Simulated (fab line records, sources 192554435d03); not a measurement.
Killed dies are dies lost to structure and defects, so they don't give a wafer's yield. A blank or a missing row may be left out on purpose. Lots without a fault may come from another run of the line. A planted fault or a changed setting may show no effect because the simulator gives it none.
fab line records | flow n5_finfet
record lots=24 wafers=72 last_day=19
route steps=1938 shown BEOL_M11@1558 BEOL_M12@1602
lots that met no fault: from a run of the same line without faults
start_h: hours from the record's first day to the start of the lot's first wafer shown | wait_h: hours since the lot's step before | " the same as in the row above | L1.1+2: a row that stands for several wafers | - no value, or no start given | * or withheld: withheld | < > ~ a bound
route shown NAME@n: a module of which the file shows steps, and the number in the route of the first | usual: mean/standard deviation of fault-free wafers | same: alike in all rows | chamber/n: place in a boat | sites: the reading at each site | _std_site: their standard deviation | _edge_site: outer sites' mean less inner sites' | radius_mm: how far each site lies from the wafer's centre | mask NAME#n: copy n | behind: the tool/chamber that last shaped the wafer | hold: why the lot was held/for how many hours/how that ended | device: the transistor (n, p or np) that didn't switch | end of line: the same wafers' tests at the end of the route | a step without rows: its recipe alone | killed: dies lost to structure and defects at the first sort, not the wafer's yield | map: a wafer's dies, x killed, . not, _ none there
set.NAME: the setting as run; set.NAME@STEP: as run at that earlier step | model.NAME: the simulator's own value behind a step, which no gauge read
steps of the route over a sample of lots; a table a step, a row a wafer
services: from which hour (start_h, from the record's first day; less than 0 if before it) a tool's chamber was out of use, for how many hours, and why
## steps
# step N5_BEOL_M11_STRIP_19
# recipe chemistry=O2 power_w=400 temp_c=40 pressure_mtorr=30 rf_frequency_hz=6e+07 bias_power_w=0 overash_fraction=0.2 o2_flow_sccm=225
# usual drypump_motor_current_A=5.6/0.39 oes_product_au=0.77/0.084 rf_vpp_V=3.7/0.61 showerhead_plenum_p_Torr=2.09/0.061 throttle_valve_pct=16.69/0.23
# columns lot.wafer tool chamber start_h wait_h drypump_motor_current_A oes_product_au rf_hours_counter_h rf_vpp_V showerhead_plenum_p_Torr throttle_valve_pct
L075.1 rie_diel-06 2 244.50 0.1 5.7 0.73 192 2.9 2.16 16.69
L075.2 " 3 " " 5.6 0.70 199 3.8 2.18 16.92
L075.6 " 3 " " 5.6 0.70 - 3.7 2.18 16.91
L074.2 rie_diel-05 2 251.43 0.1 6.2 0.81 76 3.2 2.13 16.41
L074.3 " 1 " " 5.6 0.69 229 3.7 2.15 16.66
L074.5 " 2 " " 6.2 0.83 - 3.9 2.13 16.40
L076.1 rie_diel-06 0 260.00 0.2 5.2 0.78 130 3.8 2.02 16.88
L076.3 " 1 " " 6.5 0.66 246 3.2 2.07 16.81
L076.6 " 2 " " 5.6 0.71 - 3.6 2.16 16.68
L080.2 rie_diel-06 0 271.92 0.1 5.2 0.78 133 4.4 2.02 16.89
L080.5 " 2 " " 5.6 0.72 - 3.2 2.16 16.69
L080.6 " 0 " " 5.2 0.78 - 4.5 2.02 16.90
L077.1 rie_diel-02 3 276.28 0.2 5.6 0.88 26 3.8 2.03 16.38
L077.4 " 1 " " 5.6 0.81 - 3.4 2.02 16.66
L077.5 " 2 " " 6.0 0.72 - 4.5 2.09 16.76
L078.1 rie_diel-06 0 276.48 0.1 5.1 0.78 135 2.9 2.02 16.89
L078.3 " 3 " " 5.6 0.70 208 3.6 2.17 16.94
L078.5 " 3 " " 5.6 0.69 - 3.0 2.17 16.93
L079.1 rie_diel-05 3 286.07 0.1 5.1 0.92 14 5.5 2.06 16.56
L079.4 " 1 " " 5.6 0.68 239 3.9 2.14 16.65
L079.6 " 3 " " 5.1 0.91 - 2.8 2.06 16.59
L081.1 rie_diel-05 3 302.50 0.2 5.1 0.92 17 4.6 2.06 16.60
L081.3 " 2 " " 6.2 0.80 88 2.5 2.13 16.42
L081.6 " 1 " " 5.6 0.68 - 3.6 2.14 16.69
L082.2 rie_diel-02 1 302.81 0.2 5.6 0.80 85 3.8 2.02 16.71
L082.4 " 3 " " 5.6 0.86 34 3.0 2.03 16.38
L082.5 " 3 " " 5.6 0.86 - 4.2 2.03 16.40
L083.1 rie_diel-06 0 319.02 0.1 5.2 0.76 151 3.8 2.01 16.92
L083.4 " 1 " " 6.5 0.95 4 4.3 2.06 16.39
L083.5 " 2 " " 5.6 0.72 - 3.5 2.15 16.70
L084.1 rie_diel-06 1 321.86 0.1 6.6 0.96 5 3.8 2.06 16.39
L084.5 " 3 " " 5.7 0.69 - 4.5 2.17 16.97
L084.6 " 0 " " 5.2 0.76 - 3.5 2.01 16.91
L086.1 rie_diel-06 2 336.94 0.2 5.6 0.71 222 4.3 2.15 16.74
L086.2 " 3 " " 5.6 0.68 229 3.7 2.17 16.98
L086.4 " 1 " " 6.5 0.93 9 4.0 2.06 16.41
L085.1 rie_diel-02 2 337.62 0.1 6.0 0.71 206 3.6 2.09 16.82
L085.4 " 1 " " 5.6 0.80 93 5.0 2.02 16.74
L085.5 " 3 " " 5.6 0.85 - 3.4 2.03 16.41
L088.2 rie_diel-02 2 346.29 0.1 6.1 0.71 208 3.2 2.09 16.81
L088.3 " 3 " " 5.6 0.83 47 3.5 2.03 16.42
L088.5 " 2 " " 6.1 0.70 - 3.6 2.09 16.82
L089.1 rie_diel-02 2 350.95 0.2 6.0 0.71 210 3.9 2.09 16.84
L089.3 " 0 " " 5.1 0.66 234 4.2 2.15 17.07
L089.4 " 1 " " 5.6 0.79 97 3.6 2.02 16.75
L087.1 rie_diel-06 2 351.20 0.2 5.7 0.71 227 3.9 2.15 16.71
L087.5 " 0 " " 5.1 0.75 - 3.4 2.01 16.94
L087.6 " 3 " " 5.7 0.67 - 3.9 2.16 16.95
L093.2 rie_diel-05 1 356.50 0.2 5.6 0.98 1 3.9 2.14 16.31
L093.3 " 0 " " 5.2 0.80 131 3.6 2.02 16.43
L093.5 " 3 " " 5.1 0.90 - 3.2 2.05 16.61
L091.1 rie_diel-05 0 366.14 0.2 5.3 0.79 134 3.8 2.02 16.44
L091.2 " 1 " " 5.6 0.96 5 4.8 2.14 16.29
L091.4 " 2 " " 6.2 0.78 110 3.6 2.12 16.46
L090.4 rie_diel-05 1 371.55 0.1 5.6 0.95 6 4.0 2.14 16.31
L090.5 " 3 " " 5.1 0.88 - 4.9 2.05 16.63
L090.6 " 2 " " 6.2 0.78 - 4.0 2.12 16.46
L092.4 rie_diel-05 0 376.05 0.1 5.3 0.79 138 4.2 2.02 16.44
L092.5 " 1 " " 5.6 0.95 - 4.1 2.14 16.29
L092.6 " 0 " " 5.3 0.78 - 4.1 2.02 16.44
L095.1 rie_diel-02 3 376.46 0.1 5.6 0.83 56 3.6 2.02 16.41
L095.3 " 0 " " 5.1 0.66 238 3.2 2.15 17.07
L095.5 " 3 " " 5.7 0.83 - 3.0 2.02 16.43
L094.1 rie_diel-02 0 376.52 0.1 5.1 0.66 238 3.3 2.15 17.07
L094.2 " 3 " " 5.6 0.83 56 4.6 2.02 16.43
L094.3 " 1 " " 5.6 0.79 105 4.1 2.01 16.77
L096.1 rie_diel-06 0 403.71 0.2 5.2 0.74 175 3.9 2.00 16.98
L096.5 " 3 " " 5.7 0.67 - 3.2 2.16 16.99
L096.6 " 0 " " 5.1 0.74 - 2.5 2.00 16.97
L097.1 rie_diel-02 1 423.39 0.1 5.6 0.76 122 4.5 2.01 16.78
L097.3 " 3 " " 5.7 0.81 72 3.9 2.02 16.45
L097.5 " 3 " " 5.6 0.81 - 4.4 2.02 16.48
# step N5_BEOL_M11_VIA_ETCH_34
# recipe chemistry=C4F6/O2 target=SiCOH_lowk target_depth_a=1845 mask_material=SOC taper_deg=4 time_s=69.2 ion_energy_ev=250 pressure_mtorr=30 source_w=345 bias_w=185 Ar_flow_sccm=300 C4F6_flow_sccm=10 O2_flow_sccm=10
# usual drypump_motor_current_A=5.6/0.41 oes_product_au=0.78/0.088 rf_vpp_V=668/12 showerhead_plenum_p_Torr=2.85/0.075 throttle_valve_pct=20.94/0.26
# columns lot.wafer tool chamber start_h wait_h drypump_motor_current_A oes_product_au rf_hours_counter_h rf_vpp_V showerhead_plenum_p_Torr throttle_valve_pct
L075.1 rie_diel-05 2 245.63 0.0 6.2 0.82 75 689 2.88 20.58
L075.2 " 1 " " 5.6 0.71 228 666 2.91 20.78
L075.6 " 2 " " 6.2 0.83 - 687 2.88 20.58
L074.2 rie_diel-06 1 254.82 0.0 6.5 0.67 244 675 2.78 20.86
L074.3 " 0 " " 5.2 0.78 128 685 2.77 21.25
L074.5 " 3 " " 5.7 0.70 - 662 2.93 21.00
L076.1 rie_diel-05 1 260.79 0.0 5.6 0.70 232 666 2.91 20.76
L076.3 " 0 " " 5.2 0.81 102 648 2.78 20.72
L076.6 " 3 " " 5.1 0.95 - 668 2.82 21.02
L080.2 rie_diel-06 2 274.16 0.0 5.7 0.74 200 662 2.97 21.08
L080.5 " 2 " " 5.7 0.73 - 663 2.97 21.06
L080.6 " 3 " " 5.7 0.70 - 662 2.92 21.00
L078.1 rie_diel-06 2 278.14 0.0 5.6 0.72 202 665 2.97 21.09
L078.3 " 3 " " 5.7 0.70 208 661 2.92 21.02
L078.5 " 3 " " 5.6 0.70 - 662 2.92 21.01
L077.1 rie_diel-02 2 278.74 0.0 6.1 0.73 188 664 2.81 20.81
L077.4 " 1 " " 5.6 0.80 76 649 2.75 20.88
L077.5 " 3 " " 5.6 0.89 - 658 2.76 20.59
L079.1 rie_diel-06 2 286.80 0.0 5.6 0.73 206 663 2.96 21.10
L079.4 " 3 " " 5.6 0.69 - 663 2.92 21.04
L079.6 " 2 " " 5.6 0.72 - 662 2.96 21.11
L081.1 rie_diel-06 3 303.20 0.0 5.7 0.68 219 664 2.92 21.03
L081.3 " 2 " " 5.6 0.72 213 664 2.96 21.11
L081.6 " 2 " " 5.7 0.72 - 663 2.96 21.11
L082.2 rie_diel-05 0 304.57 0.0 5.2 0.81 115 646 2.78 20.75
L082.4 " 1 " " 5.6 0.69 244 665 2.90 20.79
L082.5 " 1 " " 5.6 0.69 - 666 2.90 20.80
L083.1 rie_diel-06 3 320.17 0.0 5.7 0.69 224 664 2.92 21.03
L083.4 " 1 " " 6.6 0.96 4 675 2.78 20.53
L083.5 " 2 " " 5.6 0.71 - 662 2.96 21.13
L084.1 rie_diel-06 2 322.56 0.0 5.7 0.71 218 663 2.96 21.11
L084.5 " 3 " " 5.7 0.69 - 663 2.91 21.03
L084.6 " 0 " " 5.2 0.75 - 685 2.76 21.30
L085.1 rie_diel-05 0 339.08 0.0 5.2 0.79 126 648 2.77 20.75
L085.4 " 2 " " 6.2 0.80 - 687 2.86 20.61
L085.5 " 0 " " 5.3 0.79 - 646 2.77 20.75
L086.1 rie_diel-06 1 339.12 0.0 6.6 0.94 9 675 2.77 20.53
L086.2 " 2 " " 5.6 0.71 223 663 2.95 21.12
L086.4 " 3 " " 5.7 0.69 229 661 2.91 21.05
L088.2 rie_diel-05 0 347.07 0.0 5.2 0.80 129 646 2.77 20.75
L088.3 " 3 " " 5.1 0.89 29 665 2.81 21.05
L088.5 " 0 " " 5.3 0.78 - 647 2.77 20.75
L089.1 rie_diel-05 3 355.88 0.0 5.1 0.89 31 665 2.81 21.04
L089.3 " 2 " " 6.2 0.80 106 688 2.86 20.62
L089.4 " 0 " " 5.2 0.79 131 647 2.77 20.75
L087.1 rie_diel-06 2 356.71 0.0 5.7 0.71 229 663 2.95 21.14
L087.5 " 3 " " 5.6 0.67 - 664 2.91 21.05
L087.6 " 0 " " 5.1 0.75 - 685 2.75 21.31
L093.2 rie_diel-06 1 360.89 0.0 6.6 0.92 14 675 2.77 20.55
L093.3 " 2 " " 5.6 0.69 230 661 2.95 21.15
L093.5 " 2 " " 5.6 0.71 - 663 2.95 21.14
L091.1 rie_diel-05 1 369.52 0.0 5.6 0.98 6 665 2.89 20.53
L091.2 " 2 " " 6.2 0.80 111 688 2.86 20.64
L091.4 " 0 " " 5.2 0.78 136 647 2.77 20.77
L090.4 rie_diel-05 0 373.08 0.0 5.2 0.78 137 646 2.77 20.78
L090.5 " 0 " " 5.2 0.77 - 647 2.77 20.76
L090.6 " 3 " " 5.1 0.88 - 667 2.81 21.05
L094.1 rie_diel-06 1 379.64 0.0 6.6 0.91 18 675 2.77 20.54
L094.2 " 2 " " 5.6 0.69 235 663 2.95 21.13
L094.3 " 3 " " 5.6 0.67 241 663 2.91 21.07
L092.4 rie_diel-05 2 379.81 0.0 6.2 0.79 115 685 2.86 20.62
L092.5 " 3 " " 5.1 0.88 - 667 2.81 21.06
L092.6 " 0 " " 5.2 0.78 - 646 2.77 20.78
L095.1 rie_diel-02 2 380.16 0.0 6.0 0.71 217 664 2.80 20.86
L095.3 " 3 " " 5.6 0.84 57 658 2.75 20.62
L095.5 " 3 " " 5.6 0.84 - 658 2.75 20.65
L096.1 rie_diel-06 2 406.19 0.0 5.7 0.69 243 662 2.95 21.15
L096.5 " 2 " " 5.6 0.70 - 663 2.95 21.16
L096.6 " 1 " " 6.6 0.90 - 675 2.77 20.56
L097.1 rie_diel-05 0 425.56 0.0 5.2 0.76 153 646 2.76 20.79
L097.3 " 1 " " 5.6 0.92 23 665 2.89 20.57
L097.5 " 2 " " 6.2 0.77 - 687 2.85 20.65
# step N5_BEOL_M11_PRE_CLEAN_45
# recipe gas=H2/He time_s=30 temp_c=250
# usual heater_power_w=329/28
# columns lot.wafer tool chamber start_h wait_h heater_power_w
L075.1 pvd_sputter-01 - 246.71 0.0 275
L075.2 " - " " 347
L075.6 " - " " 357
L074.2 pvd_sputter-02 - 255.74 0.0 354
L074.3 " - " " 313
L074.5 " - " " 316
L076.1 pvd_sputter-01 - 262.00 0.0 334
L076.3 " - " " 310
L076.6 " - " " 340
L080.2 pvd_sputter-03 - 275.45 0.0 350
L080.5 " - " " 301
L080.6 " - " " 350
L078.1 pvd_sputter-03 - 278.99 0.0 306
L078.3 " - " " 311
L078.5 " - " " 286
L077.1 pvd_sputter-02 - 281.33 0.0 317
L077.4 " - " " 359
L077.5 " - " " 367
L079.1 pvd_sputter-01 - 288.71 0.0 356
L079.4 " - " " 310
L079.6 " - " " 343
L081.1 pvd_sputter-02 - 304.20 0.0 361
L081.3 " - " " 370
L081.6 " - " " 373
L082.2 pvd_sputter-02 - 306.80 0.0 377
L082.4 " - " " 349
L082.5 " - " " 316
L083.1 pvd_sputter-03 - 321.37 0.0 347
L083.4 " - " " 293
L083.5 " - " " 349
L084.1 pvd_sputter-03 - 323.71 0.0 355
L084.5 " - " " 293
L084.6 " - " " 312
L085.1 pvd_sputter-03 - 340.02 0.0 353
L085.4 " - " " 318
L085.5 " - " " 320
L086.1 pvd_sputter-01 - 341.08 0.0 277
L086.2 " - " " 333
L086.4 " - " " 327
L088.2 pvd_sputter-03 - 348.94 0.0 349
L088.3 " - " " 288
L088.5 " - " " 357
L089.1 pvd_sputter-03 - 356.73 0.0 354
L089.3 " - " " 347
L089.4 " - " " 309
L087.1 pvd_sputter-02 - 357.55 0.0 314
L087.5 " - " " 373
L087.6 " - " " 365
L093.2 pvd_sputter-03 - 361.95 0.0 294
L093.3 " - " " 320
L093.5 " - " " 296
L091.1 pvd_sputter-01 - 370.79 0.0 277
L091.2 " - " " 307
L091.4 " - " " 330
L090.4 pvd_sputter-01 - 375.03 0.0 326
L090.5 " - " " 298
L090.6 " - " " 334
L092.4 pvd_sputter-02 - 380.76 0.0 315
L092.5 " - " " 367
L092.6 " - " " 378
L094.1 pvd_sputter-02 - 380.84 0.0 318
L094.2 " - " " 314
L094.3 " - " " 353
L095.1 pvd_sputter-03 - 381.39 0.0 312
L095.3 " - " " 350
L095.5 " - " " 295
L096.1 pvd_sputter-02 - 407.17 0.0 322
L096.5 " - " " 310
L096.6 " - " " 321
L097.1 pvd_sputter-01 - 426.60 0.0 304
L097.3 " - " " 329
L097.5 " - " " 335
# step N5_BEOL_M11_SURFACE_TREAT_76
# recipe gas=Ar time_s=* ion_energy_ev=* ion_current_ma_cm2=0.5 pressure_mtorr=* ar_flow_sccm=30
# usual throttle_valve_pct=*
# columns lot.wafer tool chamber start_h wait_h throttle_valve_pct
L075.1 pvd_sputter-01 - 248.83 1.7 *
L075.2 " - " " *
L075.6 " - " " *
L074.2 pvd_sputter-03 - 256.08 0.2 *
L074.3 " - " " *
L074.5 " - " " *
L076.1 pvd_sputter-02 - 262.35 0.2 *
L076.3 " - " " *
L076.6 " - " " *
L080.2 pvd_sputter-02 - 275.81 0.2 *
L080.5 " - " " *
L080.6 " - " " *
L078.1 pvd_sputter-03 - 279.37 0.2 *
L078.3 " - " " *
L078.5 " - " " *
L077.1 pvd_sputter-02 - 281.69 0.2 *
L077.4 " - " " *
L077.5 " - " " *
L079.1 pvd_sputter-01 - 289.31 0.2 *
L079.4 " - " " *
L079.6 " - " " *
L081.1 pvd_sputter-03 - 304.98 0.5 *
L081.3 " - " " *
L081.6 " - " " *
L082.2 pvd_sputter-03 - 307.16 0.2 *
L082.4 " - " " *
L082.5 " - " " *
L083.1 pvd_sputter-03 - 321.83 0.2 *
L083.4 " - " " *
L083.5 " - " " *
L084.1 pvd_sputter-03 - 324.15 0.2 *
L084.5 " - " " *
L084.6 " - " " *
L085.1 pvd_sputter-01 - 340.68 0.4 *
L085.4 " - " " *
L085.5 " - " " *
L086.1 pvd_sputter-01 - 341.50 0.2 *
L086.2 " - " " *
L086.4 " - " " *
L088.2 pvd_sputter-03 - 349.38 0.2 *
L088.3 " - " " *
L088.5 " - " " *
L089.1 pvd_sputter-01 - 357.16 0.2 *
L089.3 " - " " *
L089.4 " - " " *
L087.1 pvd_sputter-03 - 359.31 1.6 *
L087.5 " - " " *
L087.6 " - " " *
L093.2 pvd_sputter-02 - 362.35 0.2 *
L093.3 " - " " *
L093.5 " - " " *
L091.1 pvd_sputter-03 - 371.21 0.2 *
L091.2 " - " " *
L091.4 " - " " *
L090.4 pvd_sputter-03 - 375.39 0.2 *
L090.5 " - " " *
L090.6 " - " " *
L092.4 pvd_sputter-03 - 381.43 0.5 *
L092.5 " - " " *
L092.6 " - " " *
L094.1 pvd_sputter-03 - 381.47 0.4 *
L094.2 " - " " *
L094.3 " - " " *
L095.1 pvd_sputter-03 - 382.06 0.4 *
L095.3 " - " " *
L095.5 " - " " *
L096.1 pvd_sputter-02 - 407.73 0.2 *
L096.5 " - " " *
L096.6 " - " " *
L097.1 pvd_sputter-03 - 427.07 0.2 *
L097.3 " - " " *
L097.5 " - " " *
# step N5_BEOL_M12_ILD_DEP_00
# recipe material=SiOC target_thk_a=6589.2 temp_c=350 precursor=DEMS/O2 pressure_torr=5 rf_w=500 time_s=130.7
# usual heater_power_w=450/66 showerhead_plenum_p_Torr=5.700/0.015 throttle_valve_pct=11.8/0.51
# columns lot.wafer tool chamber start_h wait_h heater_power_w showerhead_plenum_p_Torr throttle_valve_pct
L075.1 pecvd-04 1 250.30 0.0 436 5.684 12.0
L075.2 " 2 " " 460 5.692 11.4
L075.6 " 2 " " 494 5.717 11.4
L074.2 pecvd-02 0 257.64 0.0 468 5.701 12.0
L074.3 " 1 " " 416 5.709 11.5
L074.5 " 2 " " 574 5.705 11.3
L076.1 pecvd-04 1 265.35 0.0 445 5.701 12.2
L076.3 " 0 " " 387 5.717 12.6
L076.6 " 1 " " 349 5.683 12.0
L080.2 pecvd-01 2 277.53 0.0 447 5.696 11.4
L080.5 " 2 " " 348 5.662 11.8
L080.6 " 1 " " 442 5.686 12.3
L078.1 pecvd-04 2 281.49 0.0 417 5.697 11.6
L078.3 " 0 " " 388 5.709 12.9
L078.5 " 2 " " 447 5.700 11.8
L077.1 pecvd-01 2 282.97 0.0 433 5.690 11.6
L077.4 " 2 " " 435 5.680 11.7
L077.5 " 0 " " 556 5.713 10.8
L079.1 pecvd-02 1 290.55 0.0 438 5.693 11.5
L079.4 " 1 " " 449 5.709 11.5
L079.6 " 0 " " 503 5.691 12.0
L081.1 pecvd-04 1 307.09 0.0 414 5.687 12.2
L081.3 " 0 " " 373 5.722 12.5
L081.6 " 2 " " 385 5.713 11.5
L082.2 pecvd-02 2 308.56 0.0 595 5.718 11.8
L082.4 " 1 " " 415 5.702 11.7
L082.5 " 2 " " 610 5.715 11.6
L083.1 pecvd-01 2 323.46 0.0 405 5.680 11.8
L083.4 " 2 " " 415 5.691 11.9
L083.5 " 0 " " 538 5.731 10.9
L084.1 pecvd-04 2 325.44 0.0 455 5.698 11.5
L084.5 " 0 " " 391 5.718 12.6
L084.6 " 2 " " 494 5.695 11.8
L086.1 pecvd-01 2 343.22 0.0 375 5.675 11.4
L086.2 " 0 " " 475 5.718 11.0
L086.4 " 1 " " 480 5.681 12.0
L085.1 pecvd-04 1 343.34 0.0 432 5.686 12.0
L085.4 " 0 " " 389 5.712 12.5
L085.5 " 2 " " 382 5.705 11.4
L088.2 pecvd-02 2 350.88 0.0 535 5.699 11.8
L088.3 " 0 " " 521 5.700 11.9
L088.5 " 0 " " 540 5.687 12.0
L089.1 pecvd-02 0 358.34 0.0 505 5.686 12.2
L089.3 " 2 " " 512 5.698 11.5
L089.4 " 1 " " 440 5.677 11.6
L087.1 pecvd-02 0 360.96 0.0 548 5.694 11.9
L087.5 " 1 " " 407 5.687 11.7
L087.6 " 2 " " 549 5.707 11.6
L093.2 pecvd-04 0 363.83 0.0 361 5.718 12.3
L093.3 " 2 " " 398 5.705 11.5
L093.5 " 2 " " 435 5.702 11.7
L091.1 pecvd-04 0 372.48 0.0 398 5.704 12.9
L091.2 " 1 " " 396 5.687 12.3
L091.4 " 2 " " 460 5.706 11.5
L090.4 pecvd-04 1 376.76 0.1 397 5.692 12.4
L090.5 " 2 " " 467 5.708 11.6
L090.6 " 0 " " 311 5.715 12.5
L092.4 pecvd-04 1 383.40 0.1 406 5.691 12.4
L092.5 " 2 " " 426 5.696 11.7
L092.6 " 0 " " 359 5.716 12.6
L094.1 pecvd-01 1 383.61 0.0 490 5.684 12.0
L094.2 " 0 " " 587 5.718 11.0
L094.3 " 1 " " 393 5.680 12.2
L095.1 pecvd-04 2 384.19 0.0 481 5.718 11.6
L095.3 " 0 " " 397 5.716 12.8
L095.5 " 0 " " 317 5.714 12.5
L096.1 pecvd-01 1 409.06 0.0 426 5.682 12.1
L096.5 " 1 " " 460 5.683 12.4
L096.6 " 2 " " 426 5.666 11.8
L097.1 pecvd-02 1 428.40 0.0 429 5.698 10.7
L097.3 " 0 " " 560 5.695 12.0
L097.5 " 1 " " 434 5.680 11.0
# step N5_BEOL_M12_DESCUM_15
# recipe chemistry=O2 time_s=7.9 source_power_w=50 bias_power_w=20 pressure_mtorr=20 rf_frequency_hz=2.712e+07 temp_c=40 o2_flow_sccm=225
# usual drypump_motor_current_A=5.5/0.39 oes_product_au=0.80/0.057 rf_vpp_V=243.3/1.6 showerhead_plenum_p_Torr=2.11/0.083 throttle_valve_pct=20.43/0.17
# columns lot.wafer tool chamber start_h wait_h drypump_motor_current_A oes_product_au rf_hours_counter_h rf_vpp_V showerhead_plenum_p_Torr throttle_valve_pct
L075.1 rie_diel-04 1 250.99 0.0 6.5 0.84 73 240.6 2.03 20.70
L075.2 " 3 " " 5.8 0.89 31 244.2 2.22 20.43
L075.6 " 0 " " 5.1 0.92 - 241.7 2.07 20.53
L074.2 rie_diel-04 1 258.17 0.0 6.5 0.84 75 243.4 2.03 20.66
L074.3 " 2 " " 5.4 0.79 117 243.3 2.10 20.14
L074.5 " 3 " " 5.8 0.88 - 245.2 2.22 20.45
L076.1 rie_diel-03 1 265.87 0.0 5.3 0.84 63 245.5 2.24 20.25
L076.3 " 3 " " 5.4 0.77 116 245.2 2.19 20.25
L076.6 " 2 " " 5.5 0.73 - 242.6 2.00 20.53
L080.2 rie_diel-03 2 278.33 0.2 5.6 0.73 153 241.7 2.00 20.54
L080.5 " 1 " " 5.3 0.85 - 245.0 2.24 20.26
L080.6 " 0 " " 5.3 0.74 - 242.1 2.02 20.62
L078.1 rie_diel-01 3 282.17 0.1 4.9 0.86 68 242.7 2.12 20.26
L078.3 " 2 " " 5.9 0.93 17 243.9 2.22 20.31
L078.5 " 0 " " 5.5 0.85 - 240.7 2.04 20.36
L077.1 rie_diel-03 1 283.70 0.1 5.3 0.84 68 244.9 2.24 20.26
L077.4 " 2 " " 5.5 0.72 154 240.7 2.00 20.55
L077.5 " 2 " " 5.6 0.73 - 241.0 2.00 20.54
L079.1 rie_diel-04 0 291.08 0.0 5.1 0.88 24 241.7 2.07 20.53
L079.4 " 3 " " 5.9 0.87 45 244.7 2.21 20.44
L079.6 " 1 " " 6.5 0.83 - 242.4 2.02 20.71
L081.1 rie_diel-03 1 307.90 0.2 5.3 0.84 77 246.1 2.23 20.28
L081.3 " 2 " " 5.6 0.72 163 241.4 2.00 20.56
L081.6 " 1 " " 5.3 0.84 - 243.1 2.23 20.28
L082.2 rie_diel-01 3 309.08 0.0 4.9 0.84 78 242.9 2.12 20.27
L082.4 " 1 " " 5.2 0.85 47 245.0 2.13 20.28
L082.5 " 0 " " 5.5 0.83 - 242.9 2.03 20.36
L083.1 rie_diel-01 1 324.11 0.0 5.2 0.84 50 244.4 2.13 20.28
L083.4 " 0 " " 5.5 0.81 65 242.3 2.03 20.37
L083.5 " 2 " " 5.9 0.89 - 244.5 2.21 20.36
L084.1 rie_diel-03 2 326.23 0.1 5.6 0.71 170 243.5 1.99 20.56
L084.5 " 0 " " 5.3 0.72 - 242.2 2.02 20.65
L084.6 " 1 " " 5.3 0.83 - 243.8 2.23 20.29
L086.1 rie_diel-04 1 343.75 0.0 6.5 0.80 103 242.3 2.02 20.72
L086.2 " 0 " " 5.1 0.84 42 242.3 2.06 20.57
L086.4 " 2 " " 5.5 0.76 138 242.5 2.09 20.17
L085.1 rie_diel-01 2 343.98 0.0 5.9 0.88 40 245.7 2.21 20.36
L085.4 " 3 " " 4.9 0.82 90 242.9 2.12 20.30
L085.5 " 2 " " 5.9 0.89 - 246.4 2.21 20.37
L088.2 rie_diel-04 2 351.40 0.0 5.4 0.76 140 243.1 2.09 20.16
L088.3 " 1 " " 6.5 0.81 105 243.3 2.02 20.73
L088.5 " 3 " " 5.8 0.83 - 244.6 2.20 20.47
L089.1 rie_diel-01 3 358.99 0.0 4.9 0.81 95 242.4 2.11 20.30
L089.3 " 1 " " 5.2 0.83 64 243.7 2.13 20.30
L089.4 " 0 " " 5.5 0.80 78 241.4 2.03 20.39
L087.1 rie_diel-01 3 361.79 0.2 5.0 0.82 97 242.6 2.11 20.30
L087.5 " 2 " " 6.0 0.87 - 243.7 2.21 20.38
L087.6 " 3 " " 4.9 0.82 - 244.2 2.11 20.30
L093.2 rie_diel-04 0 364.71 0.3 5.1 0.84 49 243.9 2.06 20.59
L093.3 " 2 " " 5.4 0.78 144 243.1 2.09 20.18
L093.5 " 1 " " 6.5 0.81 - 243.6 2.02 20.74
L091.1 rie_diel-01 1 373.00 0.0 5.2 0.82 69 243.1 2.12 20.31
L091.2 " 3 " " 5.0 0.82 100 243.7 2.11 20.29
L091.4 " 2 " " 5.9 0.87 50 245.6 2.21 20.37
L090.4 rie_diel-04 3 377.24 0.0 5.8 0.83 74 245.5 2.20 20.48
L090.5 " 0 " " 5.1 0.83 - 243.7 2.06 20.59
L090.6 " 3 " " 5.9 0.83 - 245.0 2.20 20.49
L092.4 rie_diel-03 0 383.88 0.0 5.4 0.71 201 241.6 2.01 20.66
L092.5 " 2 " " 5.6 0.70 - 241.9 1.99 20.58
L092.6 " 1 " " 5.3 0.80 - 243.5 2.22 20.33
L094.1 rie_diel-03 0 384.18 0.0 5.3 0.71 201 240.2 2.01 20.67
L094.2 " 1 " " 5.3 0.80 105 246.8 2.22 20.31
L094.3 " 2 " " 5.6 0.71 188 242.3 1.99 20.59
L095.1 rie_diel-03 2 384.72 0.0 5.6 0.70 188 241.8 1.99 20.59
L095.3 " 1 " " 5.3 0.80 105 246.6 2.22 20.31
L095.5 " 0 " " 5.4 0.71 - 241.0 2.01 20.67
L096.1 rie_diel-03 1 409.71 0.0 5.3 0.80 114 244.7 2.22 20.34
L096.5 " 3 " " 5.5 0.74 - 245.3 2.17 20.33
L096.6 " 0 " " 5.3 0.71 - 241.5 2.01 20.68
L097.1 rie_diel-04 0 428.92 0.0 5.1 0.80 68 242.2 2.05 20.61
L097.3 " 3 " " 5.9 0.80 91 245.2 2.19 20.52
L097.5 " 1 " " 6.5 0.78 - 241.4 2.01 20.77
## services
# columns tool chamber start_h hours kind
pvd_sputter-02 - 229.10 4.9 repair
pecvd-04 0 245.24 6.4 repair
rie_diel-01 2 246.55 8.5 repair
rie_diel-02 - 257.56 0.3 repair
rie_diel-05 2 260.27 5.0 repair
pvd_sputter-01 - 264.67 2.1 repair
rie_diel-02 0 271.01 5.8 repair
rie_diel-01 1 287.24 4.2 repair
rie_diel-06 - 295.07 0.1 repair
pecvd-02 - 299.94 5.5 pm
rie_diel-03 3 307.29 5.7 repair
rie_diel-05 3 319.91 10.7 repair
pecvd-04 1 321.81 5.6 repair
pecvd-02 - 323.14 0.7 repair
rie_diel-04 2 323.48 19.8 repair
rie_diel-02 1 328.63 4.6 repair
rie_diel-02 0 358.37 6.8 repair
rie_diel-05 - 361.43 1.6 repair
rie_diel-03 1 365.16 4.2 repair
rie_diel-02 - 370.37 2.8 pm
rie_diel-03 2 375.72 4.9 repair
rie_diel-04 - 381.01 2.8 pm
pecvd-04 - 398.81 2.8 pm
rie_diel-06 1 410.30 9.1 repair
## key
fault none
